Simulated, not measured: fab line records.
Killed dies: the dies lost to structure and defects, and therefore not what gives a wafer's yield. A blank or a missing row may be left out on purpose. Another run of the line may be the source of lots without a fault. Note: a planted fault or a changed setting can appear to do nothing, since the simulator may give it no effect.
fab line records	flow nandHarc
record lots=24	wafers=72	lastDay=25
route steps=1159 shown P_M1@306 P_M2@348 A_CHANNEL_HOLE_D1@484 A_CHANNEL_FILL_D1@495
lots with no fault: from the same line, run without faults
startH: start of the lot's first displayed wafer, in hours after the record's first day	waitH: time in hours since the lot's previous step	" repeats the value in the row above	L1.1+2: a row that stands for several wafers	- either no value or no given start	* or withheld: withheld	< > ~ a bound
route shown NAME@n: NAME is a module with steps in the file, n the number in the route of the first one	usual: mean/standard deviation of fault-free wafers	same: alike in all rows	chamber/n: place in a boat	sites: per-site readings	_std_site: their standard deviation	_edge_site: inner sites' mean taken away from outer sites' mean	radiusMm: how far each site lies from the wafer's centre	mask NAME#n: copy n	behind: the most recent tool/chamber to have shaped the wafer	hold: cause of the lot's hold/its duration in hours/its outcome	device: whichever transistor did not switch (one of n, p or np)	end of line: the tests these same wafers got at the end of their route	step lacking rows: just its recipe	killed: not the wafer's yield, but the dies lost to structure and defects at the first sort	map: a wafer's dies, x killed, . not, _ none there
set.NAME: the run value of the setting; set.NAME@STEP: its run value at that earlier step	model.NAME: the simulator's own value behind a step, which no gauge read
steps of the route over a sample of lots; a table a step, a row a wafer
services: a tool's chamber out of use, with start hour (startH, from the record's first day; less than 0 if before it), hours out, and reason
## steps
# step NHARC_P_M1_PRE_CLEAN_30
# recipe timeS=30	tempC=280	gas=H2/He
# usual heaterPowerW=408/51	susceptorTempC=280.03/0.2
lot.wafer	tool	chamber	startH	waitH	heaterPowerW	susceptorTempC
L075.3	pvdSputter-02	-	-	-	406	280.37
L075.5	"	-	"	"	404	279.81
L075.6	"	-	"	"	408	280.45
L074.4	pvdSputter-02	-	-	-	402	-
L074.5	"	-	"	"	420	-
L074.6	"	-	"	"	384	-
L077.3	pvdSputter-02	-	-	-	410	279.67
L077.1	"	-	"	"	386	280.42
L077.5	"	-	"	"	484	280.26
L078.2	pvdSputter-01	-	-	-	403	280.09
L078.5	"	-	"	"	362	280.06
L078.6	"	-	"	"	325	279.87
L076.1	pvdSputter-02	-	-	-	388	279.92
L076.4	"	-	"	"	401	280.25
L076.6	"	-	"	"	423	279.78
L079.2	pvdSputter-01	-	-	-	356	-
L079.1	"	-	"	"	319	-
L079.6	"	-	"	"	399	-
L080.2	pvdSputter-01	-	-	-	361	280.41
L080.1	"	-	"	"	322	280.21
L080.3	"	-	"	"	480	280.22
L081.3	pvdSputter-02	-	-	-	421	280.12
L081.4	"	-	"	"	389	280.16
L081.6	"	-	"	"	383	279.53
L082.4	pvdSputter-01	-	-	-	356	280.20
L082.1	"	-	"	"	324	280.21
L082.5	"	-	"	"	439	280.15
L084.4	pvdSputter-02	-	-	-	405	280.07
L084.1	"	-	"	"	390	279.79
L084.5	"	-	"	"	391	279.94
L083.4	pvdSputter-01	-	-	-	423	280.17
L083.2	"	-	"	"	326	280.32
L083.5	"	-	"	"	431	280.27
L088.4	pvdSputter-02	-	-	-	419	280.08
L088.5	"	-	"	"	393	280.16
L088.6	"	-	"	"	394	280.15
L087.4	pvdSputter-01	-	-	-	432	280.31
L087.5	"	-	"	"	367	280.13
L087.6	"	-	"	"	319	279.82
L086.2	pvdSputter-03	-	-	-	448	280.05
L086.1	"	-	"	"	369	280.19
L086.3	"	-	"	"	482	280.40
L085.4	pvdSputter-02	-	-	-	487	279.90
L085.5	"	-	"	"	403	280.15
L085.6	"	-	"	"	485	279.81
L089.3	pvdSputter-01	-	-	-	354	279.94
L089.1	"	-	"	"	319	280.09
L089.6	"	-	"	"	362	279.96
L090.2	pvdSputter-01	-	-	-	494	279.81
L090.4	"	-	"	"	437	280.31
L090.5	"	-	"	"	357	280.13
L091.4	pvdSputter-02	-	-	-	403	279.91
L091.2	"	-	"	"	501	279.97
L091.6	"	-	"	"	408	279.70
L093.2	pvdSputter-02	-	-	-	373	279.96
L093.1	"	-	"	"	412	279.61
L093.3	"	-	"	"	492	279.99
L092.3	pvdSputter-01	-	-	-	431	280.41
L092.2	"	-	"	"	359	280.13
L092.6	"	-	"	"	484	280.12
L094.4	pvdSputter-03	-	-	-	451	279.97
L094.1	"	-	"	"	372	279.94
L094.6	"	-	"	"	465	279.94
L095.4	pvdSputter-01	-	-	-	500	280.12
L095.2	"	-	"	"	327	279.99
L095.6	"	-	"	"	433	280.28
L096.3	pvdSputter-02	-	-	-	416	280.10
L096.2	"	-	"	"	376	279.79
L096.5	"	-	"	"	374	279.91
L097.1	pvdSputter-01	-	-	-	362	279.84
L097.2	"	-	"	"	322	280.29
L097.6	"	-	"	"	360	279.92
# step NHARC_P_M2_INSPECT_27
# usual rawDefectCount=327/130
lot.wafer	tool	chamber	startH	waitH	rawDefectCount
L075.3	defectInspect-02	-	136.74	0.0	309
L075.5	"	-	"	"	312
L075.6	"	-	"	"	280
L074.4	defectInspect-01	-	138.42	0.0	178
L074.5	"	-	"	"	173
L074.6	"	-	"	"	176
L077.1	defectInspect-02	-	147.42	0.0	423
L077.3	"	-	"	"	309
L077.5	"	-	"	"	336
L078.2	defectInspect-01	-	147.51	0.0	720
L078.5	"	-	"	"	420
L078.6	"	-	"	"	393
L076.1	defectInspect-02	-	147.76	0.0	411
L076.4	"	-	"	"	403
L076.6	"	-	"	"	484
L079.1	defectInspect-02	-	158.18	0.0	186
L079.2	"	-	"	"	161
L079.6	"	-	"	"	210
L080.1	defectInspect-02	-	165.97	0.0	158
L080.2	"	-	"	"	158
L080.3	"	-	"	"	206
L081.3	defectInspect-02	-	166.50	0.0	232
L081.4	"	-	"	"	173
L081.6	"	-	"	"	492
L082.1	defectInspect-01	-	178.03	0.0	325
L082.4	"	-	"	"	212
L082.5	"	-	"	"	267
L084.1	defectInspect-02	-	184.94	0.0	498
L084.4	"	-	"	"	331
L084.5	"	-	"	"	629
L083.2	defectInspect-02	-	195.60	0.0	226
L083.4	"	-	"	"	266
L083.5	"	-	"	"	177
L088.4	defectInspect-01	-	205.87	0.0	261
L088.5	"	-	"	"	245
L088.6	"	-	"	"	193
L087.4	defectInspect-01	-	206.18	0.0	342
L087.5	"	-	"	"	303
L087.6	"	-	"	"	401
L086.1	defectInspect-01	-	206.75	0.0	280
L086.2	"	-	"	"	250
L086.3	"	-	"	"	166
L085.4	defectInspect-01	-	207.02	0.0	292
L085.5	"	-	"	"	330
L085.6	"	-	"	"	282
L089.1	defectInspect-02	-	229.40	0.0	410
L089.3	"	-	"	"	308
L089.6	"	-	"	"	389
L091.2	defectInspect-02	-	229.94	0.0	324
L091.4	"	-	"	"	240
L091.6	"	-	"	"	493
L090.2	defectInspect-01	-	230.41	0.0	593
L090.4	"	-	"	"	315
L090.5	"	-	"	"	451
L093.1	defectInspect-02	-	237.86	0.0	577
L093.2	"	-	"	"	731
L093.3	"	-	"	"	549
L092.2	defectInspect-02	-	238.01	0.0	299
L092.3	"	-	"	"	241
L092.6	"	-	"	"	363
L094.1	defectInspect-01	-	245.26	0.0	386
L094.4	"	-	"	"	397
L094.6	"	-	"	"	565
L095.2	defectInspect-02	-	250.03	0.0	225
L095.4	"	-	"	"	170
L095.6	"	-	"	"	164
L096.2	defectInspect-02	-	260.03	0.0	365
L096.3	"	-	"	"	342
L096.5	"	-	"	"	476
L097.1	defectInspect-01	-	263.96	0.0	232
L097.2	"	-	"	"	314
L097.6	"	-	"	"	213
# step NHARC_A_CHANNEL_HOLE_D1_STRIP_27
# recipe o2FlowSccm=500	arFlowSccm=0	biasW=0	chemistry=O2
# usual chamberPressureMTorr=60.00/0.058	drypumpMotorCurrentA=5.7/0.41	oesProductAu=0.996/0.0063	rfVppV=58.0/0.84	showerheadPlenumPTorr=3.58/0.16	throttleValvePct=17.036/0.0082
lot.wafer	tool	chamber	startH	waitH	chamberPressureMTorr	drypumpMotorCurrentA	oesProductAu	rfHoursCounterH	rfVppV	showerheadPlenumPTorr	throttleValvePct
L075.3	rieDiel-13	1	-	-	59.98	6.0	0.994	8	58.0	3.49	17.045
L075.5	"	3	"	"	59.98	5.9	0.987	-	55.7	3.34	17.043
L075.6	"	0	"	"	60.15	5.9	0.992	-	57.7	3.77	17.038
L074.4	rieDiel-12	2	-	-	59.94	6.5	1.005	9	57.8	3.54	17.034
L074.6	"	2	"	"	60.07	6.5	0.997	-	57.9	3.54	17.049
L074.5	"	3	"	"	60.05	6.2	1.000	-	57.1	3.31	17.043
L076.4	rieDiel-01	1	-	-	60.03	5.4	1.000	4	57.5	3.56	17.049
L076.1	"	3	"	"	60.08	5.5	0.991	4	57.0	3.58	17.051
L076.6	"	1	"	"	59.99	5.3	0.997	-	57.8	3.56	17.037
L078.2	rieDiel-12	3	-	-	59.94	6.2	0.994	11	56.5	3.31	17.037
L078.6	"	3	"	"	59.93	6.1	1.004	-	57.4	3.31	17.056
L078.5	"	1	"	"	60.03	5.5	0.998	-	58.0	3.37	17.032
L077.1	rieDiel-01	2	-	-	59.97	5.3	0.995	2	57.6	3.79	17.053
L077.3	"	1	"	"	59.92	5.4	1.003	4	58.5	3.56	17.025
L077.5	"	2	"	"	60.04	5.3	0.993	-	59.1	3.79	17.029
L079.1	rieDiel-13	1	-	-	59.93	6.0	1.003	10	58.7	3.49	17.035
L079.2	"	3	"	"	59.89	5.9	0.996	11	56.9	3.33	17.036
L079.6	"	0	"	"	59.94	6.0	1.008	-	56.9	3.77	17.009
L081.3	rieDiel-12	3	-	-	60.04	6.2	1.005	0	58.0	3.31	17.029
L081.4	"	2	"	"	59.99	6.5	1.001	0	57.5	3.54	17.041
L081.6	"	3	"	"	60.09	6.2	0.994	-	58.5	3.31	17.027
L080.2	rieDiel-01	3	-	-	60.02	5.4	0.999	5	58.6	3.58	17.042
L080.1	"	0	"	"	59.97	5.6	0.995	5	58.4	3.76	17.037
L080.3	"	2	"	"	60.05	5.3	1.001	3	58.6	3.79	17.026
L082.1	rieDiel-01	1	-	-	59.97	5.4	1.011	5	58.5	3.56	17.035
L082.4	"	3	"	"	59.93	5.4	0.996	5	58.1	3.58	17.037
L082.5	"	1	"	"	60.02	5.4	1.010	-	56.8	3.56	17.036
L084.4	rieDiel-01	3	-	-	60.05	5.4	0.998	6	58.7	3.58	17.035
L084.1	"	0	"	"	60.08	5.6	0.991	6	58.0	3.75	17.038
L084.5	"	0	"	"	59.98	5.6	0.992	-	58.9	3.75	17.042
L083.4	rieDiel-01	1	-	-	59.99	5.3	0.994	6	57.7	3.56	17.035
L083.2	"	2	"	"	59.99	5.3	0.983	4	58.3	3.79	17.019
L083.5	"	1	"	"	60.01	5.3	0.996	-	58.3	3.56	17.036
L086.1	rieDiel-12	1	-	-	59.98	5.5	0.986	4	58.2	3.37	17.038
L086.2	"	2	"	"	59.92	6.5	0.997	3	57.1	3.53	17.043
L086.3	"	3	"	"	60.06	6.2	0.995	3	56.8	3.31	17.045
L088.4	rieDiel-01	3	-	-	60.00	5.4	1.003	8	56.1	3.57	17.030
L088.5	"	3	"	"	60.02	5.4	0.997	-	58.0	3.57	17.032
L088.6	"	0	"	"	60.07	5.5	1.008	-	57.6	3.75	17.050
L087.4	rieDiel-01	0	-	-	60.04	5.6	0.998	8	59.0	3.75	17.030
L087.5	"	2	"	"	59.99	5.3	0.986	-	58.7	3.79	17.028
L087.6	"	3	"	"	59.85	5.4	0.988	-	58.2	3.57	17.034
L085.4	rieDiel-13	0	-	-	59.96	5.9	1.001	15	57.2	3.76	17.035
L085.5	"	2	"	"	59.94	6.6	0.996	-	58.6	3.53	17.030
L085.6	"	3	"	"	59.99	5.9	1.007	-	59.0	3.33	17.032
L089.3	rieDiel-01	2	-	-	60.06	5.3	0.998	7	59.3	3.79	17.045
L089.1	"	0	"	"	60.02	5.5	0.990	8	57.6	3.75	17.023
L089.6	"	3	"	"	59.98	5.5	1.004	-	57.1	3.57	17.050
L091.4	rieDiel-12	2	-	-	60.01	6.5	1.005	5	56.6	3.53	17.030
L091.2	"	1	"	"	60.09	5.5	0.998	5	58.8	3.37	17.039
L091.6	"	2	"	"	60.05	6.5	0.992	-	57.9	3.53	17.036
L090.4	rieDiel-01	3	-	-	60.00	5.4	0.997	10	57.7	3.57	17.031
L090.2	"	0	"	"	59.92	5.5	0.994	10	59.1	3.75	17.038
L090.5	"	0	"	"	59.92	5.5	1.001	-	57.9	3.75	17.028
L093.1	rieDiel-01	2	-	-	60.02	5.3	0.985	8	57.1	3.79	17.034
L093.2	"	3	"	"	60.08	5.4	0.995	10	57.4	3.57	17.044
L093.3	"	0	"	"	59.93	5.6	0.995	10	57.2	3.75	17.035
L092.3	rieDiel-01	0	-	-	60.01	5.5	0.995	10	58.4	3.75	17.033
L092.2	"	2	"	"	60.01	5.3	0.994	8	59.4	3.79	17.017
L092.6	"	3	"	"	60.05	5.4	1.006	-	59.1	3.57	17.026
L094.1	rieDiel-01	1	-	-	59.97	5.4	0.997	11	58.6	3.55	17.022
L094.4	"	2	"	"	59.92	5.3	0.990	9	58.5	3.79	17.029
L094.6	"	1	"	"	59.96	5.4	0.996	-	58.9	3.55	17.040
L095.2	rieDiel-13	3	-	-	59.98	5.9	1.008	1	57.5	3.33	17.030
L095.4	"	1	"	"	59.95	6.0	0.994	1	57.2	3.48	17.045
L095.6	"	3	"	"	60.08	5.9	0.995	-	58.2	3.33	17.037
L096.3	rieDiel-13	0	-	-	59.95	6.0	1.011	2	58.3	3.76	17.030
L096.2	"	2	"	"	59.86	6.6	0.995	1	57.9	3.53	17.035
L096.5	"	3	"	"	60.03	5.9	0.985	-	57.9	3.33	17.028
L097.2	rieDiel-13	1	-	-	59.89	6.1	0.999	2	58.9	3.48	17.043
L097.1	"	2	"	"	60.06	6.5	0.991	2	58.2	3.53	17.040
L097.6	"	1	"	"	60.01	6.0	1.000	-	57.9	3.48	17.032
# step NHARC_A_CHANNEL_FILL_D1_ALD_15
# recipe targetThkA=20	pulseTimeS=60	aldCycles=19	tempC=630	pressureTorr=2	material=SiNx
# usual precursorPulseHeightRel=0.999/0.021	susceptorTempC=629.89/0.29
lot.wafer	tool	chamber	startH	waitH	precursorPulseHeightRel	susceptorTempC
L074.4	aldSinBatch-01	0	-	-	0.969	-
L074.5	"	0	"	"	0.994	-
L074.6	"	0	"	"	1.022	-
L075.3	aldSinBatch-01	0	-	-	1.019	-
L075.5	"	0	"	"	0.998	-
L075.6	"	0	"	"	1.017	-
L076.1	aldSinBatch-02	0	-	-	0.990	-
L076.4	"	0	"	"	0.965	-
L076.6	"	0	"	"	1.047	-
L078.2	aldSinBatch-02	0	-	-	1.020	-
L078.5	"	0	"	"	0.992	-
L078.6	"	0	"	"	0.991	-
L077.1	aldSinBatch-03	0	-	-	1.027	629.93
L077.3	"	0	"	"	0.994	630.25
L077.5	"	0	"	"	0.989	629.97
L079.1	aldSinBatch-02	0	-	-	0.989	629.75
L079.2	"	0	"	"	0.993	630.22
L079.6	"	0	"	"	1.012	630.62
L081.3	aldSinBatch-01	0	-	-	0.994	629.78
L081.4	"	0	"	"	1.018	629.31
L081.6	"	0	"	"	1.013	629.76
L080.1	aldSinBatch-02	0	-	-	0.996	629.76
L080.2	"	0	"	"	0.998	629.47
L080.3	"	0	"	"	0.984	630.03
L082.1	aldSinBatch-01	0	-	-	0.993	630.21
L082.4	"	0	"	"	0.994	630.48
L082.5	"	0	"	"	0.997	630.19
L084.1	aldSinBatch-01	0	-	-	0.953	630.32
L084.4	"	0	"	"	1.008	629.78
L084.5	"	0	"	"	0.987	629.95
L083.2	aldSinBatch-02	0	-	-	1.027	630.08
L083.4	"	0	"	"	0.984	629.94
L083.5	"	0	"	"	0.979	630.13
L086.1	aldSinBatch-01	0	-	-	1.036	629.72
L086.2	"	0	"	"	1.009	629.98
L086.3	"	0	"	"	1.049	629.99
L088.4	aldSinBatch-01	0	-	-	1.013	629.86
L088.5	"	0	"	"	0.966	629.56
L088.6	"	0	"	"	1.034	629.96
L085.4	aldSinBatch-01	0	-	-	0.997	-
L085.5	"	0	"	"	1.002	-
L085.6	"	0	"	"	0.998	-
L087.4	aldSinBatch-01	0	-	-	1.013	-
L087.5	"	0	"	"	0.986	-
L087.6	"	0	"	"	1.024	-
L089.1	aldSinBatch-02	0	-	-	0.999	-
L089.3	"	0	"	"	0.974	-
L089.6	"	0	"	"	0.986	-
L091.2	aldSinBatch-02	0	-	-	1.007	-
L091.4	"	0	"	"	0.989	-
L091.6	"	0	"	"	0.974	-
L090.2	aldSinBatch-01	0	-	-	1.006	629.84
L090.4	"	0	"	"	0.979	629.99
L090.5	"	0	"	"	0.982	629.85
L092.2	aldSinBatch-01	0	-	-	1.010	629.82
L092.3	"	0	"	"	0.966	629.35
L092.6	"	0	"	"	0.982	629.80
L093.1	aldSinBatch-01	0	-	-	1.016	630.11
L093.2	"	0	"	"	0.984	630.06
L093.3	"	0	"	"	0.991	630.25
L094.1	aldSinBatch-01	0	-	-	1.016	630.09
L094.4	"	0	"	"	1.002	629.57
L094.6	"	0	"	"	0.983	629.85
L095.2	aldSinBatch-01	0	-	-	0.987	629.79
L095.4	"	0	"	"	1.003	629.63
L095.6	"	0	"	"	1.002	629.80
L096.2	aldSinBatch-02	0	-	-	1.000	630.15
L096.3	"	0	"	"	0.982	630.00
L096.5	"	0	"	"	0.964	630.38
L097.1	aldSinBatch-02	0	-	-	0.999	-
L097.2	"	0	"	"	1.038	-
L097.6	"	0	"	"	0.978	-
# step NHARC_A_CHANNEL_FILL_D1_ALD_16
# recipe targetThkA=15	pulseTimeS=10	aldCycles=15	tempC=300	material=SiO2
# usual heaterPowerOuterW=279/34	heaterPowerW=488/51	precursorPulseHeightRel=1.000/0.02	susceptorTempC=299.98/0.2
lot.wafer	tool	chamber	startH	waitH	heaterPowerOuterW	heaterPowerW	precursorPulseHeightRel	susceptorTempC
L074.4	aldHk-02	3	207.03	0.1	328	556	1.025	300.35
L074.5	"	3	"	"	334	556	1.005	299.86
L074.6	"	0	"	"	290	494	0.980	299.95
L075.3	aldHk-02	1	207.24	0.3	223	407	1.000	300.05
L075.6	"	3	"	"	339	558	1.033	300.01
L075.5	"	0	"	"	301	486	1.034	299.94
L076.1	aldHk-02	1	215.06	0.1	224	405	0.958	300.13
L076.4	"	2	"	"	240	449	0.989	300.05
L076.6	"	3	"	"	337	556	1.032	300.28
L078.2	aldHk-02	0	215.22	0.3	300	483	0.997	299.92
L078.5	"	2	"	"	239	434	1.007	299.84
L078.6	"	3	"	"	330	558	1.005	300.17
L077.3	aldHk-01	1	219.23	0.1	287	536	1.000	299.81
L077.1	"	2	"	"	237	450	0.987	300.00
L077.5	"	3	"	"	276	473	0.978	300.21
L079.1	aldHk-01	2	224.33	0.0	234	470	0.999	299.78
L079.2	"	0	"	"	302	513	0.981	299.78
L079.6	"	3	"	"	271	449	0.958	299.99
L081.4	aldHk-03	0	229.37	0.0	277	505	0.974	299.98
L081.3	"	2	"	"	346	573	1.033	300.15
L081.6	"	0	"	"	280	522	1.023	300.12
L080.2	aldHk-03	2	234.29	0.6	332	574	0.976	299.62
L080.3	"	3	"	"	253	421	0.986	300.40
L080.1	"	0	"	"	275	513	0.979	300.16
L082.4	aldHk-03	1	242.67	1.8	258	449	0.986	299.84
L082.1	"	0	"	"	279	499	1.022	300.32
L082.5	"	1	"	"	258	446	1.020	299.75
L084.4	aldHk-01	3	255.27	0.0	276	472	1.003	300.11
L084.1	"	1	"	"	258	510	1.005	299.85
L084.5	"	0	"	"	313	526	0.989	299.94
L083.2	aldHk-03	1	263.27	0.0	265	446	1.020	299.75
L083.4	"	0	"	"	276	521	0.969	300.14
L083.5	"	1	"	"	256	446	0.980	299.95
L088.4	aldHk-01	3	283.31	0.1	284	474	1.010	299.90
L088.5	"	0	"	"	309	516	0.977	299.76
L088.6	"	1	"	"	259	504	1.004	300.22
L086.3	aldHk-01	0	283.40	0.2	302	535	1.013	-
L086.2	"	2	"	"	251	483	0.962	-
L086.1	"	3	"	"	285	484	1.009	-
L087.4	aldHk-01	2	288.20	0.9	262	495	1.002	300.05
L087.5	"	1	"	"	266	504	1.016	299.86
L087.6	"	2	"	"	256	495	0.983	300.23
L085.4	aldHk-01	1	288.39	1.1	267	491	1.001	300.10
L085.6	"	3	"	"	291	488	1.011	300.00
L085.5	"	0	"	"	301	538	0.999	300.04
L091.2	aldHk-02	1	293.66	0.0	214	381	0.982	299.90
L091.4	"	0	"	"	285	472	0.993	299.90
L091.6	"	1	"	"	213	369	1.021	299.48
L089.1	aldHk-03	1	293.72	0.1	262	443	1.000	299.56
L089.3	"	2	"	"	337	579	0.989	299.96
L089.6	"	3	"	"	248	422	1.006	300.07
L092.3	aldHk-03	2	299.56	0.0	345	596	1.017	299.80
L092.2	"	3	"	"	257	425	0.968	299.93
L092.6	"	3	"	"	255	419	1.005	300.30
L093.1	aldHk-02	3	299.59	0.1	321	533	1.006	300.18
L093.3	"	1	"	"	208	377	1.009	299.79
L093.2	"	2	"	"	252	455	0.985	299.94
L090.4	aldHk-01	0	299.61	0.1	307	531	0.978	299.94
L090.2	"	1	"	"	262	498	1.053	299.83
L090.5	"	0	"	"	310	524	0.971	300.19
L095.4	aldHk-02	0	312.12	1.0	279	469	1.011	299.91
L095.2	"	1	"	"	212	378	1.004	299.82
L095.6	"	3	"	"	327	533	1.026	300.13
L094.4	aldHk-02	2	312.31	1.2	251	449	0.985	300.30
L094.1	"	3	"	"	323	526	1.001	300.15
L094.6	"	1	"	"	215	389	1.012	300.25
L096.3	aldHk-03	3	322.30	0.1	251	423	0.967	299.81
L096.2	"	1	"	"	259	452	1.011	300.03
L096.5	"	3	"	"	252	430	0.963	300.18
L097.2	aldHk-01	3	334.63	0.1	278	472	0.976	299.91
L097.1	"	1	"	"	256	495	1.016	300.00
L097.6	"	3	"	"	282	466	1.012	299.91
# step NHARC_A_CHANNEL_FILL_D1_STRIP_28
# recipe timeS=20	o2FlowSccm=500	arFlowSccm=0	biasW=0	chemistry=O2
# usual chamberPressureMTorr=59.99/0.052	drypumpMotorCurrentA=5.7/0.51	oesProductAu=1.003/0.0069	rfVppV=57.9/0.84	showerheadPlenumPTorr=3.54/0.11	throttleValvePct=17.035/0.0096
lot.wafer	tool	chamber	startH	waitH	chamberPressureMTorr	drypumpMotorCurrentA	oesProductAu	rfHoursCounterH	rfVppV	showerheadPlenumPTorr	throttleValvePct
L074.4	rieDiel-06	0	218.91	0.1	59.91	4.8	1.008	5	58.4	3.55	17.033
L074.5	"	2	"	"	59.94	6.3	1.008	-	58.0	3.50	17.030
L074.6	"	3	"	"	59.94	5.3	1.016	-	57.9	3.58	17.033
L075.3	rieDiel-07	2	218.93	0.1	59.98	5.1	0.996	4	59.5	3.67	17.041
L075.6	"	2	"	"	60.04	5.1	1.000	-	57.2	3.67	17.031
L075.5	"	3	"	"	59.90	5.8	1.002	-	57.7	3.56	17.036
L078.2	rieDiel-03	2	227.00	0.1	60.10	5.4	0.990	0	59.2	3.66	17.056
L078.5	"	3	"	"	60.06	6.4	0.998	-	59.3	3.66	17.036
L078.6	"	0	"	"	59.97	5.4	1.008	-	57.8	3.34	17.030
L076.1	rieDiel-07	2	227.01	0.1	59.93	5.1	1.010	4	58.2	3.67	17.031
L076.4	"	2	"	"	59.98	5.1	0.999	-	57.9	3.67	17.024
L076.6	"	3	"	"	59.93	5.8	1.006	-	59.7	3.55	17.037
L077.1	rieDiel-03	3	231.18	0.1	60.03	6.4	0.990	1	58.2	3.65	17.027
L077.3	"	1	"	"	59.98	5.5	1.000	1	57.4	3.76	17.022
L077.5	"	2	"	"	60.02	5.4	0.997	-	58.2	3.66	17.027
L079.2	rieDiel-06	1	236.37	0.1	60.09	5.8	1.020	6	58.2	3.35	17.046
L079.1	"	3	"	"	60.04	5.4	1.015	6	57.9	3.58	17.030
L079.6	"	1	"	"	60.09	5.8	1.011	-	58.4	3.35	17.032
L081.4	rieDiel-03	2	243.98	0.1	60.05	5.4	0.998	3	57.4	3.66	17.029
L081.3	"	1	"	"	60.02	5.6	1.002	3	57.9	3.76	17.036
L081.6	"	3	"	"	60.06	6.4	0.994	-	57.1	3.65	17.024
L080.1	rieDiel-07	1	246.36	0.1	59.94	6.3	0.988	0	57.3	3.43	17.044
L080.3	"	2	"	"	60.03	5.1	1.006	0	59.7	3.67	17.041
L080.2	"	3	"	"	59.92	5.7	1.008	0	58.6	3.55	17.034
L082.1	rieDiel-06	1	254.77	0.1	60.00	5.8	1.003	0	57.6	3.35	17.043
L082.4	"	0	"	"	60.08	4.8	1.012	0	57.3	3.55	17.035
L082.5	"	2	"	"	59.93	6.4	1.015	-	57.8	3.50	17.014
L084.4	rieDiel-06	1	267.35	0.1	60.04	5.8	1.004	0	58.4	3.35	17.046
L084.1	"	2	"	"	59.95	6.3	1.009	0	57.7	3.50	17.031
L084.5	"	2	"	"	59.98	6.4	1.011	-	57.9	3.50	17.038
L083.4	rieDiel-07	0	275.53	0.1	60.00	6.2	1.002	0	57.8	3.57	17.040
L083.2	"	1	"	"	59.96	6.3	1.009	1	57.5	3.43	17.029
L083.5	"	1	"	"	59.96	6.3	1.003	-	57.5	3.43	17.026
L088.4	rieDiel-06	2	295.18	0.1	60.01	6.3	1.003	1	56.5	3.50	17.039
L088.6	"	1	"	"	60.06	5.8	0.998	-	57.5	3.35	17.032
L088.5	"	2	"	"	60.03	6.4	1.015	-	58.3	3.50	17.028
L086.3	rieDiel-03	3	295.20	0.1	60.01	6.4	0.997	11	56.0	3.65	17.044
L086.1	"	0	"	"	59.99	5.4	1.002	10	58.1	3.34	17.049
L086.2	"	2	"	"	60.09	5.4	0.989	11	57.5	3.65	17.026
L087.4	rieDiel-07	1	300.15	0.1	60.01	6.3	1.000	1	57.0	3.43	17.027
L087.5	"	2	"	"	60.04	5.1	1.010	-	59.0	3.67	17.045
L087.6	"	3	"	"	60.00	5.7	1.003	-	56.8	3.55	17.042
L085.4	rieDiel-06	1	300.16	0.1	59.96	5.8	1.009	1	56.4	3.35	17.033
L085.6	"	2	"	"	60.02	6.3	1.008	-	57.4	3.50	17.037
L085.5	"	3	"	"	59.95	5.4	1.007	-	57.8	3.58	17.035
L091.4	rieDiel-06	2	305.90	0.1	59.91	6.3	1.015	1	58.5	3.50	17.032
L091.2	"	0	"	"	60.04	4.8	1.002	1	56.2	3.54	17.035
L091.6	"	3	"	"	60.02	5.4	1.007	-	57.1	3.58	17.023
L089.3	rieDiel-07	3	305.90	0.1	59.90	5.8	0.999	2	59.2	3.55	17.019
L089.1	"	2	"	"	60.05	5.1	1.007	2	58.6	3.67	17.049
L089.6	"	3	"	"	59.99	5.7	1.006	-	58.2	3.55	17.043
L090.4	rieDiel-07	0	312.62	0.1	59.88	6.2	1.001	1	58.5	3.57	17.033
L090.2	"	1	"	"	59.93	6.3	0.994	2	55.6	3.43	17.036
L090.5	"	0	"	"	59.91	6.3	0.997	-	57.9	3.56	17.058
L092.3	rieDiel-03	2	312.63	0.1	59.95	5.4	0.990	14	58.1	3.65	17.034
L092.2	"	1	"	"	60.00	5.5	1.000	11	57.9	3.75	17.041
L092.6	"	3	"	"	60.00	6.4	1.009	-	59.1	3.65	17.046
L093.1	rieDiel-03	2	312.67	0.1	59.95	5.4	0.989	14	57.8	3.65	17.032
L093.3	"	3	"	"	59.96	6.4	1.006	15	60.2	3.65	17.036
L093.2	"	1	"	"	59.98	5.6	1.007	11	58.1	3.75	17.051
L095.4	rieDiel-06	0	324.31	0.1	60.09	4.7	1.006	2	58.6	3.54	17.023
L095.2	"	2	"	"	60.14	6.3	1.008	2	58.1	3.50	17.036
L095.6	"	0	"	"	59.97	4.8	1.001	-	58.1	3.54	17.041
L094.1	rieDiel-07	3	324.34	0.1	60.04	5.8	1.008	2	57.7	3.55	17.040
L094.4	"	2	"	"	60.04	5.1	1.010	-	56.8	3.67	17.052
L094.6	"	3	"	"	59.98	5.7	1.006	-	57.3	3.55	17.038
L096.2	rieDiel-06	0	337.57	0.1	60.02	4.7	1.006	3	56.4	3.54	17.027
L096.3	"	2	"	"	59.98	6.4	1.013	3	57.8	3.50	17.038
L096.5	"	0	"	"	60.01	4.8	1.012	-	59.2	3.54	17.055
L097.2	rieDiel-07	1	350.11	0.1	60.10	6.3	1.008	2	58.6	3.43	17.038
L097.1	"	2	"	"	59.99	5.1	1.011	3	58.4	3.67	17.034
L097.6	"	0	"	"	59.99	6.2	1.000	-	58.3	3.56	17.052
## services
tool	chamber	startH	hours	kind
rieDiel-06	2	112.25	7.4	repair
rieDiel-06	2	137.44	7.2	repair
rieDiel-01	-	137.80	9.0	pm
aldHk-03	-	147.71	10.0	pm
rieDiel-01	1	156.94	8.5	repair
pvdSputter-01	-	161.99	10.0	pm
rieDiel-03	-	166.74	1.7	repair
rieDiel-13	-	175.30	0.5	repair
rieDiel-13	2	178.47	8.5	repair
rieDiel-01	2	184.30	15.7	repair
aldHk-02	-	185.22	0.8	repair
aldHk-02	-	189.65	1.2	repair
rieDiel-06	1	190.10	4.3	repair
rieDiel-07	0	203.53	69.7	repair
pvdSputter-02	-	214.06	10.0	pm
aldHk-03	-	217.18	1.1	repair
rieDiel-07	-	228.20	9.0	pm
rieDiel-06	-	241.20	9.0	pm
pvdSputter-01	-	272.98	0.5	repair
aldHk-02	-	281.14	10.0	pm
rieDiel-01	-	314.80	9.0	pm
rieDiel-07	1	320.46	6.3	repair
aldHk-03	-	329.62	1.4	repair
pvdSputter-01	-	340.03	10.0	pm
## key
fault none
